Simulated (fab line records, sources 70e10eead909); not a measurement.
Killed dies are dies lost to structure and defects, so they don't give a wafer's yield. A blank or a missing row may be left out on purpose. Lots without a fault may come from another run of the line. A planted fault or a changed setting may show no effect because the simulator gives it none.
Which tool did it? | flow nand_harc | 24 lots, 72 wafers sampled, at 5 steps of a route of 1159

WHAT THE GAUGES READ, wafer by wafer
NHARC_P_M1_OVL_MEAS_10: pitch 260 nm.
lot  | measured     | on         | overlay_x_nm (nm) | overlay_y_nm (nm)
L074 | day 5 23:46  | overlay-01 | -0.6 -0.7 -0.1    | -0.1 -0.6 -0.6
L075 | day 6 08:13  | overlay-02 | 2.0 2.2 2.1       | 0.5 0.6 0.7
L076 | day 6 09:04  | overlay-01 | -0.4 -0.3 -0.4    | 0.2 0.5 -0.5
L077 | day 6 16:29  | overlay-01 | -1.9 -1.5 -2.0    | 0.0 0.4 0.0
L078 | day 7 02:19  | overlay-01 | -0.8 -0.3 -0.6    | -1.5 -1.1 -1.3
L079 | day 7 10:25  | overlay-02 | -0.7 -0.6 -0.7    | 2.1 1.4 2.4
L080 | day 7 13:22  | overlay-02 | 1.2 0.2 0.6       | -1.7 -1.0 -0.5
L081 | day 7 22:38  | overlay-02 | 0.1 -0.4 -0.4     | -1.9 -1.7 -1.9
L082 | day 7 22:49  | overlay-02 | -0.2 -0.2 -0.4    | -1.0 -1.0 -0.4
L083 | day 8 10:38  | overlay-02 | -0.3 0.3 0.5      | -0.4 -0.4 -0.1
L084 | day 8 11:14  | overlay-01 | 0.2 -0.1 -0.4     | -0.1 0.2 -0.1
L085 | day 9 00:39  | overlay-02 | 0.5 0.7 0.4       | -0.3 0.1 0.3
L087 | day 9 01:46  | overlay-01 | -1.3 -0.9 -1.2    | -0.9 -1.2 -1.1
L086 | day 9 02:15  | overlay-01 | -0.7 -0.6 -1.2    | -0.6 -0.5 -0.4
L088 | day 9 11:03  | overlay-02 | 1.1 1.2 1.1       | 0.2 -0.6 0.5
L089 | day 10 00:56 | overlay-01 | 0.3 0.5 -0.5      | 0.2 -0.2 0.2
L090 | day 10 03:32 | overlay-01 | -0.6 -0.2 -0.5    | -1.0 -1.2 -0.5
L091 | day 10 03:56 | overlay-02 | 0.3 0.5 0.2       | -1.9 -1.9 -1.4
L092 | day 10 13:41 | overlay-02 | 1.4 1.0 1.1       | -0.9 -1.3 -1.4
L093 | day 10 21:19 | overlay-02 | 0.2 -0.1 -0.5     | -1.3 -1.1 -0.9
L094 | day 10 21:52 | overlay-02 | 1.2 0.9 0.8       | -0.5 -0.2 0.4
L096 | day 11 07:29 | overlay-02 | -0.2 -0.2 0.4     | 0.0 0.4 -0.2
L095 | day 11 07:53 | overlay-01 | 0.2 -0.3 -0.5     | 0.5 0.2 0.1
L097 | day 11 11:08 | overlay-02 | 0.8 0.7 0.8       | 0.1 0.4 0.8

NHARC_P_M2_THK_MEAS_24: measures by xrf.
lot  | measured     | on            | thk_nm (nm)
L074 | day 6 06:27  | film_metro-02 | 139.9 141.1 143.4
L075 | day 6 14:55  | film_metro-01 | 145.2 142.9 146.8
L076 | day 6 16:31  | film_metro-01 | 143.2 143.0 143.5
L077 | day 6 23:07  | film_metro-02 | 142.7 146.9 145.7
L078 | day 7 09:07  | film_metro-02 | 144.5 142.9 141.7
L079 | day 7 17:08  | film_metro-02 | 141.9 144.1 141.7
L080 | day 7 20:01  | film_metro-02 | 144.7 144.7 144.4
L081 | day 8 05:43  | film_metro-01 | 143.8 144.0 144.0
L082 | day 8 06:01  | film_metro-02 | 143.7 142.8 141.4
L083 | day 8 17:28  | film_metro-02 | 144.4 144.8 140.7
L084 | day 8 18:25  | film_metro-01 | 145.1 140.9 143.9
L085 | day 9 07:13  | film_metro-02 | 144.9 145.2 144.5
L087 | day 9 08:26  | film_metro-01 | 142.4 144.2 143.7
L086 | day 9 09:02  | film_metro-02 | 142.2 142.1 142.3
L088 | day 9 17:45  | film_metro-01 | 143.0 143.5 141.3
L089 | day 10 07:58 | film_metro-02 | 144.4 141.2 146.6
L090 | day 10 10:18 | film_metro-02 | 146.7 144.1 143.7
L091 | day 10 11:08 | film_metro-01 | 146.4 146.9 144.7
L092 | day 10 20:34 | film_metro-01 | 142.7 141.5 144.0
L093 | day 11 04:25 | film_metro-01 | 142.0 141.2 141.9
L094 | day 11 05:13 | film_metro-01 | 144.1 141.4 143.7
L096 | day 11 14:25 | film_metro-01 | 143.2 146.3 142.5
L095 | day 11 14:40 | film_metro-02 | 144.0 145.5 143.4
L097 | day 11 17:52 | film_metro-02 | 142.9 142.4 144.2

NHARC_P_BONDPAD_OVL_MEAS_38.
lot  | measured     | on         | overlay_x_nm (nm) | overlay_y_nm (nm)
L074 | day 6 08:40  | overlay-02 | 5 5 5             | 4 4 4
L075 | day 6 16:55  | overlay-02 | -2 -2 -2          | -7 -6 -6
L076 | day 6 18:34  | overlay-02 | -3 -3 -3          | 1 1 1
L077 | day 7 01:09  | overlay-02 | 1 0 0             | -1 -1 -1
L078 | day 7 11:10  | overlay-02 | 13 12 12          | 0 0 0
L079 | day 7 19:10  | overlay-02 | -1 -1 -1          | -7 -7 -8
L080 | day 7 22:04  | overlay-02 | -4 -3 -4          | -6 -6 -7
L081 | day 8 07:46  | overlay-01 | -13 -12 -12       | -5 -5 -5
L082 | day 8 08:20  | overlay-02 | 1 0 0             | 4 4 4
L083 | day 8 19:22  | overlay-01 | 1 0 1             | -2 -2 -2
L084 | day 8 20:21  | overlay-02 | -5 -4 -4          | 2 2 3
L085 | day 9 09:15  | overlay-02 | 6 6 6             | 2 3 3
L087 | day 9 10:29  | overlay-01 | 4 4 4             | -4 -4 -4
L086 | day 9 11:05  | overlay-01 | -4 -4 -4          | 0 0 1
L088 | day 9 19:38  | overlay-01 | -2 -2 -2          | 14 15 14
L089 | day 10 09:53 | overlay-02 | -7 -7 -7          | 5 5 5
L090 | day 10 12:20 | overlay-01 | -3 -3 -3          | 5 4 5
L091 | day 10 13:10 | overlay-02 | -3 -3 -3          | 8 8 8
L092 | day 10 22:35 | overlay-01 | -6 -6 -6          | -11 -12 -12
L093 | day 11 07:58 | overlay-02 | -3 -4 -3          | -3 -3 -4
L094 | day 11 08:21 | overlay-02 | 7 7 7             | -10 -10 -10
L096 | day 11 16:29 | overlay-02 | 0 0 0             | 3 3 4
L095 | day 11 16:42 | overlay-02 | 9 9 9             | 0 0 0
L097 | day 11 20:02 | overlay-02 | 2 2 3             | 2 3 3

WHICH TOOL RAN EACH LOT (tool, then ch and the chambers of the sampled wafers, then the start)
lot  | NHARC_P_CONTACT_ETCH_35            | NHARC_P_CONTACT_STRIP_28
L074 | rie_diel-03 ch 0,1, day 5 14:02    | rie_diel-07 ch 1,3, day 5 14:54
L075 | rie_diel-07 ch 0,1,3, day 5 19:38  | rie_diel-03 ch 1,2,3, day 5 20:30
L076 | rie_diel-07 ch 1,3, day 5 20:40    | rie_diel-03 ch 0,2, day 5 21:42
L077 | rie_diel-03 ch 1,2,3, day 6 07:43  | rie_diel-07 ch 0,3, day 6 08:37
L078 | rie_diel-07 ch 0,1,3, day 6 18:12  | rie_diel-03 ch 0,2,3, day 6 19:06
L079 | rie_diel-13 ch 0,2,3, day 6 18:46  | rie_diel-03 ch 1,2,3, day 6 21:55
L080 | rie_diel-07 ch 0,2,3, day 7 05:10  | rie_diel-03 ch 1,2,3, day 7 06:03
L081 | rie_diel-07 ch 1,2,3, day 7 11:54  | rie_diel-07 ch 1,3, day 7 12:45
L082 | rie_diel-03 ch 2,3, day 7 12:49    | rie_diel-07 ch 1,2,3, day 7 13:44
L083 | rie_diel-07 ch 1,2,3, day 8 02:15  | rie_diel-13 ch 1,2,3, day 8 03:08
L084 | rie_diel-03 ch 0,1,3, day 8 02:46  | rie_diel-07 ch 0,2,3, day 8 03:38
L085 | rie_diel-03 ch 0,1,3, day 8 16:38  | rie_diel-03 ch 0,2,3, day 8 17:29
L087 | rie_diel-03 ch 0,1,3, day 8 17:26  | rie_diel-07 ch 0,1, day 8 18:34
L086 | rie_diel-03 ch 0,3, day 8 18:05    | rie_diel-13 ch 1,2, day 8 18:58
L088 | rie_diel-07 ch 0,2,3, day 9 01:20  | rie_diel-07 ch 1,2,3, day 9 02:15
L089 | rie_diel-13 ch 0,1,3, day 9 10:52  | rie_diel-07 ch 0,1,2, day 9 11:59
L090 | rie_diel-03 ch 2,3, day 9 18:19    | rie_diel-03 ch 2,3, day 9 19:20
L091 | rie_diel-07 ch 2,3, day 9 18:32    | rie_diel-07 ch 1,2,3, day 9 19:24
L092 | rie_diel-13 ch 0,1, day 10 04:49   | rie_diel-13 ch 0,1,2, day 10 05:41
L093 | rie_diel-07 ch 0,2,3, day 10 08:35 | rie_diel-13 ch 0,2,3, day 10 09:35
L094 | rie_diel-07 ch 0,3, day 10 09:06   | rie_diel-03 ch 0,2,3, day 10 09:59
L096 | rie_diel-13 ch 0,1,3, day 10 20:40 | rie_diel-03 ch 0,1,2, day 10 21:32
L095 | rie_diel-07 ch 1,3, day 10 21:26   | rie_diel-03 ch 1,2, day 10 22:18
L097 | rie_diel-03 ch 0,1,2, day 11 02:59 | rie_diel-07 ch 0,3, day 11 03:49
- NHARC_P_CONTACT_ETCH_35: etches the open film in CF4, target depth 39 nm, time 65 s.
- NHARC_P_CONTACT_STRIP_28: strips in O2.

WHAT THE TOOLS THEMSELVES READ (means of the sampled wafers that have a number; where no wafer has one, the mark that the record gives instead)
NHARC_P_CONTACT_ETCH_35.
lot  | tool        | drypump_motor_current_A (A) | mfc_ar_sccm (sccm) | oes_product_au (a.u.) | rf_vpp_V (V) | showerhead_plenum_p_Torr (Torr) | throttle_valve_pct (%)
L074 | rie_diel-03 | 5.5                         | 0.010              | 0.990                 | 151.9        | 1.75                            | 13.272
L075 | rie_diel-07 | 6.0                         | 0.016              | 1.001                 | 150.4        | 1.73                            | 13.279
L076 | rie_diel-07 | 5.8                         | 0.018              | 1.003                 | 150.6        | 1.79                            | 13.291
L077 | rie_diel-03 | 5.0                         | 0.017              | 0.983                 | 152.2        | 1.83                            | 13.281
L078 | rie_diel-07 | 6.0                         | 0.016              | 1.001                 | 150.6        | 1.73                            | 13.278
L079 | rie_diel-13 | 5.7                         | 0.000              | 1.002                 | 151.3        | 1.82                            | 13.281
L080 | rie_diel-07 | 5.9                         | 0.025              | 1.003                 | 151.0        | 1.77                            | 13.277
L081 | rie_diel-07 | 5.9                         | 0.018              | 1.000                 | 151.7        | 1.76                            | 13.283
L082 | rie_diel-03 | 4.9                         | 0.027              | 0.991                 | 152.5        | 1.86                            | 13.284
L083 | rie_diel-07 | 5.9                         | 0.018              | 0.990                 | 151.2        | 1.76                            | 13.296
L084 | rie_diel-03 | 5.3                         | 0.017              | 0.994                 | 151.9        | 1.80                            | 13.286
L085 | rie_diel-03 | 5.3                         | 0.017              | 0.996                 | 152.3        | 1.80                            | 13.282
L087 | rie_diel-03 | 5.3                         | 0.017              | 0.996                 | 152.2        | 1.80                            | 13.281
L086 | rie_diel-03 | 5.1                         | 0.025              | 0.984                 | 152.0        | 1.84                            | 13.279
L088 | rie_diel-07 | 5.9                         | 0.025              | 1.000                 | 151.7        | 1.77                            | 13.293
L089 | rie_diel-13 | 5.9                         | 0.000              | 1.008                 | 151.4        | 1.81                            | 13.289
L090 | rie_diel-03 | 4.9                         | 0.027              | 0.984                 | 152.8        | 1.86                            | 13.287
L091 | rie_diel-07 | 5.7                         | 0.028              | 1.009                 | 152.0        | 1.79                            | 13.279
L092 | rie_diel-13 | 5.8                         | 0.000              | 1.015                 | 152.3        | 1.83                            | 13.286
L093 | rie_diel-07 | 5.9                         | 0.025              | 1.005                 | 151.2        | 1.76                            | 13.282
L094 | rie_diel-07 | 6.0                         | 0.023              | 1.009                 | 150.9        | 1.73                            | 13.279
L096 | rie_diel-13 | 5.9                         | 0.000              | 0.998                 | 151.3        | 1.81                            | 13.279
L095 | rie_diel-07 | 5.8                         | 0.018              | 1.007                 | 151.3        | 1.79                            | 13.286
L097 | rie_diel-03 | 5.3                         | 0.020              | 0.996                 | 151.7        | 1.78                            | 13.285

NHARC_P_CONTACT_STRIP_28.
lot  | tool        | drypump_motor_current_A (A) | mfc_ar_sccm (sccm) | o2_flow_sccm (sccm) | oes_product_au (a.u.) | rf_vpp_V (V) | showerhead_plenum_p_Torr (Torr) | throttle_valve_pct (%)
L074 | rie_diel-07 | 5.9                         | 0.009              | 500.9               | 0.995                 | 57.8         | 3.44                            | 17.034
L075 | rie_diel-03 | 5.1                         | 0.017              | 500.3               | 0.989                 | 58.3         | 3.65                            | 17.032
L076 | rie_diel-03 | 5.4                         | 0.030              | 500.5               | 1.014                 | 57.6         | 3.56                            | 17.037
L077 | rie_diel-07 | 5.8                         | 0.025              | 499.9               | 1.004                 | 57.6         | 3.60                            | 17.041
L078 | rie_diel-03 | 5.1                         | 0.027              | 500.4               | 0.992                 | 57.6         | 3.65                            | 17.031
L079 | rie_diel-03 | 5.1                         | 0.017              | 501.1               | 0.976                 | 58.2         | 3.65                            | 17.044
L080 | rie_diel-03 | 5.1                         | 0.017              | 499.6               | 0.982                 | 57.8         | 3.65                            | 17.036
L081 | rie_diel-07 | 6.0                         | 0.009              | 500.3               | 0.992                 | 57.6         | 3.44                            | 17.037
L082 | rie_diel-07 | 5.8                         | 0.018              | 499.3               | 0.994                 | 57.0         | 3.50                            | 17.040
L083 | rie_diel-13 | 5.4                         | 0.000              | 499.9               | 1.005                 | 57.9         | 3.56                            | 17.033
L084 | rie_diel-07 | 5.9                         | 0.025              | 499.7               | 1.006                 | 58.5         | 3.52                            | 17.040
L085 | rie_diel-03 | 5.1                         | 0.027              | 500.1               | 0.991                 | 57.9         | 3.65                            | 17.038
L087 | rie_diel-07 | 6.2                         | 0.014              | 500.0               | 0.997                 | 57.5         | 3.33                            | 17.036
L086 | rie_diel-13 | 5.3                         | 0.000              | 500.4               | 1.008                 | 59.1         | 3.60                            | 17.037
L088 | rie_diel-07 | 5.8                         | 0.018              | 499.2               | 0.993                 | 57.2         | 3.50                            | 17.046
L089 | rie_diel-07 | 6.1                         | 0.016              | 498.4               | 0.991                 | 57.8         | 3.38                            | 17.033
L090 | rie_diel-03 | 4.9                         | 0.027              | 498.7               | 0.986                 | 58.0         | 3.71                            | 17.027
L091 | rie_diel-07 | 5.8                         | 0.018              | 498.6               | 1.000                 | 57.8         | 3.50                            | 17.040
L092 | rie_diel-13 | 5.8                         | 0.000              | 500.8               | 1.012                 | 58.7         | 3.65                            | 17.034
L093 | rie_diel-13 | 5.8                         | 0.000              | 500.9               | 1.008                 | 57.0         | 3.61                            | 17.039
L094 | rie_diel-03 | 5.1                         | 0.027              | 500.2               | 1.005                 | 57.4         | 3.65                            | 17.037
L096 | rie_diel-03 | 5.3                         | 0.020              | 499.7               | 0.995                 | 58.5         | 3.55                            | 17.019
L095 | rie_diel-03 | 5.1                         | 0.020              | 499.5               | 0.984                 | 58.5         | 3.61                            | 17.039
L097 | rie_diel-07 | 6.0                         | 0.023              | 499.7               | 1.004                 | 57.4         | 3.46                            | 17.034

THE ANSWER, worked out from the rows above alone
Rule: what is usual is taken from the lots themselves. Put in order of their means at a reading, lots are off if they are a third of the lots or fewer, leave a main group of 4 or more, and stand apart from it by a gap of 3 or more times the standard deviation of the main group's means; of several such gaps the widest counts. A main group whose means are all the same, to the digits that the tables above print for the reading, isn't used. A lot without any number at a reading at which 4 lots or more have one is off too. The other lots that the step has rows for count as sound. The gauges are gone through in route order, then the tools' own readings, and for those a lot's mean is taken as printed above. The first step at which some lot is off is used, and at that step the reading that is off furthest; a lot without a number counts as furthest.
No lot is off at any reading shown: from this, nothing can be told.

WHAT THE SIMULATOR HAD PUT IN
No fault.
